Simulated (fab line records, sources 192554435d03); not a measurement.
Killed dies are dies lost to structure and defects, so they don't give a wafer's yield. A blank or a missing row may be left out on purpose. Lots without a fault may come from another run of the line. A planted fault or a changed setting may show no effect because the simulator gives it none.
Split-lot experiment | flow n5_finfet | 7 lots, 21 wafers read, on a route of 1938 steps

THE SPLIT
At N5_BEOL_M13_EXPOSE_07 (exposes mask V12), the setting dose_mj was moved away from the recipe's 24.8 on 11 of the 21 wafers read, by -6.1% to +2.2%. The other wafers ran this setting at the recipe's value.

FROM THE SPLIT TO THE READING: what the file shows between them, 10 steps
- N5_BEOL_M13_PEB_08: peb time 90 s
- N5_BEOL_M13_DEVELOP_09: develop time 45 s
- N5_BEOL_M13_HARDBAKE_14: time 120 s
- N5_BEOL_M13_CD_MEAS_10: target cd 190 nm
- N5_BEOL_M13_ETCH_59: etches BARC in N2/H2, target depth 89 nm, overetch 26.7 nm, time 67.9 s (also split here: time_s)
- N5_BEOL_M13_VIA_ETCH_16: etches SiOC in C4F8/O2/Ar, target depth 921.7 nm
- N5_BEOL_M13_STRIP_63: strips in N2/H2
- N5_BEOL_M13_STRIP_64: strips in N2/H2
- N5_BEOL_M13_STRIP_71: strips in post etch residue remover, time 60 s
- N5_BEOL_M13_SRD_72: time 30 s, dry time 30 s

THE READING
cd_nm, in nm, at N5_BEOL_M13_CD_MEAS_17 (target cd 190 nm). Fault-free wafers of this fab line usually give 190.2 nm, standard deviation 2 nm.

wafer  | tool, chamber at the split | dose_mj as run | against the recipe | cd_nm, nm | against lot-mates on the recipe
L074.1 | krf_scanner-02, 0          | 24.8           | recipe             | 190.3     | -
L074.2 | krf_scanner-02, 0          | 24.8           | recipe             | 190.4     | -
L074.5 | krf_scanner-02, 0          | 24.8           | recipe             | 192.2     | -
L079.1 | krf_scanner-02, 0          | 24.8           | recipe             | 192.7     | -
L079.3 | krf_scanner-02, 0          | 23.99          | -3.3%              | 188.1     | -4.6
L079.4 | krf_scanner-02, 0          | 23.99          | -3.3%              | 188.6     | -4.1
L087.1 | krf_scanner-02, 0          | 24.8           | recipe             | 192.6     | -
L087.4 | krf_scanner-02, 0          | 24.8           | recipe             | 192.8     | -
L087.6 | krf_scanner-02, 0          | 24.8           | recipe             | 191.3     | -
L089.3 | krf_scanner-02, 0          | 23.29          | -6.1%              | 182.4     | -6.5
L089.5 | krf_scanner-02, 0          | 23.29          | -6.1%              | 179.6     | -9.3
L089.6 | krf_scanner-02, 0          | 24.8           | recipe             | 188.9     | -
L088.3 | krf_scanner-02, 0          | 25.35          | +2.2%              | 189.8     | +0.9
L088.4 | krf_scanner-02, 0          | 24.8           | recipe             | 188.9     | -
L088.5 | krf_scanner-02, 0          | 25.35          | +2.2%              | 190.2     | +1.3
L094.1 | krf_scanner-02, 0          | 24.27          | -2.1%              | 188.7     | no lot-mate on the recipe
L094.2 | krf_scanner-02, 0          | 24.27          | -2.1%              | 188.7     | no lot-mate on the recipe
L094.4 | krf_scanner-02, 0          | 24.27          | -2.1%              | 184.0     | no lot-mate on the recipe
L097.1 | krf_scanner-02, 0          | 23.65          | -4.6%              | 180.6     | -11.0
L097.2 | krf_scanner-02, 0          | 24.8           | recipe             | 191.6     | -
L097.6 | krf_scanner-02, 0          | 23.65          | -4.6%              | 184.3     | -7.3

THE FIT
A straight line over all 21 wafers: cd_nm changes by +1.35 nm for each +1% of dose_mj; r = +0.84; the points scatter about the line by 2.2 nm.
The same after taking each lot's own level away (the mean of its wafers on the recipe; 18 wafers): +1.37 nm for each +1%; r = +0.93; scatter 1.5 nm.
On that fit, the largest move of dose_mj shifts the reading by 8.4 nm.
The lots' own levels span 188.90 to 192.70 nm, that is 1.9 times the standard deviation above.
So the lot-to-lot level changes the slope little: the two slopes agree.
Check: with one of the wafers moved furthest among these (-6.1%) left out of the fit, the line predicts -9.59 nm for it against its lot-mates. It came out at -6.5 nm against them.

OTHER SPLITS ON THESE WAFERS
These wafers also went through other splits before the reading. Each is held against what the fit with the lots' levels taken away leaves over:
other split on the same wafers | wafers away from the commonest value | r with cd_nm (lot level and that fit taken away)
N5_BEOL_M11_EXPOSE_25 dose_mj  | 11                                   | -0.23
N5_BEOL_M11_VIA_ETCH_34 time_s | 5                                    | -0.04
N5_BEOL_M12_COAT_04 spin_rpm   | 7                                    | +0.05
N5_BEOL_M12_PEB_08 peb_time_s  | 5                                    | +0.04
N5_BEOL_M13_ETCH_59 time_s     | 8                                    | +0.52

THE WHOLE CHAIN: every reading that the file lists as answering this split, in the file's order
step                   | what it does     | reading | change (the file's fit)              | r (the file's)
N5_BEOL_M13_CD_MEAS_10 | target cd 190 nm | cd_nm   | +1.42 nm for each +1% of the setting | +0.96
N5_BEOL_M13_CD_MEAS_17 | target cd 190 nm | cd_nm   | +1.44 nm for each +1% of the setting | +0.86

THE FILE'S OWN FIT
cd_nm changes by +1.44 nm for each +1% of dose_mj, r = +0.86.
